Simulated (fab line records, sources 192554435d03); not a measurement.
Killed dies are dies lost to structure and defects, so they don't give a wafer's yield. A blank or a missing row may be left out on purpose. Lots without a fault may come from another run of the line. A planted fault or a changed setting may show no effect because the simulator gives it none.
Split-lot experiment | flow n5_finfet | 7 lots, 21 wafers read, on a route of 1938 steps

THE SPLIT
At N5_MIM_BOT_LITHO_DEVELOP_07 (develop time 60 s), the setting develop_time_s was moved away from the recipe's 60 s on 6 of the 21 wafers read, by -16.5% to +10.7%. The other wafers ran this setting at the recipe's value.

FROM THE SPLIT TO THE READING: what the file shows between them, 1 step
- N5_MIM_BOT_LITHO_HARDBAKE_09: time 120 s

THE READING
cd_nm, in nm, at N5_MIM_BOT_LITHO_CD_MEAS_08 (target cd 3000 nm). Fault-free wafers of this fab line usually give 3000.4 nm, standard deviation 1.6 nm.

wafer  | tool, chamber at the split | develop_time_s as run, s | against the recipe | cd_nm, nm | against lot-mates on the recipe
L074.1 | litho_track-05, 0          | 60                       | recipe             | 3001.2    | -
L074.3 | litho_track-05, 0          | 60                       | recipe             | 2999.3    | -
L074.4 | litho_track-05, 0          | 60                       | recipe             | 2999.4    | -
L075.3 | litho_track-05, 0          | 54.02                    | -10.0%             | 2997.4    | -4.3
L075.4 | litho_track-05, 0          | 54.02                    | -10.0%             | 2999.0    | -2.7
L075.5 | litho_track-05, 0          | 60                       | recipe             | 3001.7    | -
L085.1 | litho_track-01, 0          | 60                       | recipe             | 3000.2    | -
L085.2 | litho_track-01, 0          | 60                       | recipe             | 3000.2    | -
L085.6 | litho_track-01, 0          | 60                       | recipe             | 3000.6    | -
L092.2 | litho_track-01, 0          | 60                       | recipe             | 3001.4    | -
L092.3 | litho_track-01, 0          | 60                       | recipe             | 3001.7    | -
L092.4 | litho_track-01, 0          | 60                       | recipe             | 2999.0    | -
L091.4 | litho_track-05, 0          | 50.12                    | -16.5%             | 2996.2    | -4.5
L091.5 | litho_track-05, 0          | 60                       | recipe             | 3000.7    | -
L091.6 | litho_track-05, 0          | 50.12                    | -16.5%             | 2996.8    | -3.9
L093.1 | litho_track-04, 0          | 60                       | recipe             | 3000.6    | -
L093.3 | litho_track-04, 0          | 60                       | recipe             | 2999.0    | -
L093.5 | litho_track-04, 0          | 66.44                    | +10.7%             | 3002.2    | +2.4
L095.2 | litho_track-05, 0          | 60                       | recipe             | 2999.0    | -
L095.5 | litho_track-05, 0          | 51.37                    | -14.4%             | 2996.2    | -3.7
L095.6 | litho_track-05, 0          | 60                       | recipe             | 3000.7    | -

THE FIT
A straight line over all 21 wafers: cd_nm changes by +0.23 nm for each +1% of develop_time_s; r = +0.87; the points scatter about the line by 0.91 nm.
The same after taking each lot's own level away (the mean of its wafers on the recipe; 21 wafers): +0.265 nm for each +1%; r = +0.91; scatter 0.81 nm.
On that fit, the largest move of develop_time_s shifts the reading by 4.4 nm.
The lots' own levels span 2999.80 to 3001.70 nm, that is 1.2 times the standard deviation above.
So the lot-to-lot level changes the slope: the two fits differ.
Check: with one of the wafers moved furthest among these (-16.5%) left out of the fit, the line predicts -4.43 nm for it against its lot-mates. It came out at -4.5 nm against them.

OTHER SPLITS ON THESE WAFERS
These wafers also went through other splits before the reading. Each is held against what the fit with the lots' levels taken away leaves over:
other split on the same wafers    | wafers away from the commonest value | r with cd_nm (lot level and that fit taken away)
N5_BEOL_M14_TRENCH_ETCH_34 time_s | 9                                    | -0.30
N5_BEOL_M14_SPUTTER_44 time_s     | 9                                    | -0.11
N5_MIM_BOT_SPUTTER_00 time_s      | 4                                    | -0.16

THE FILE'S OWN FIT
cd_nm changes by +0.264 nm for each +1% of develop_time_s, r = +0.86.
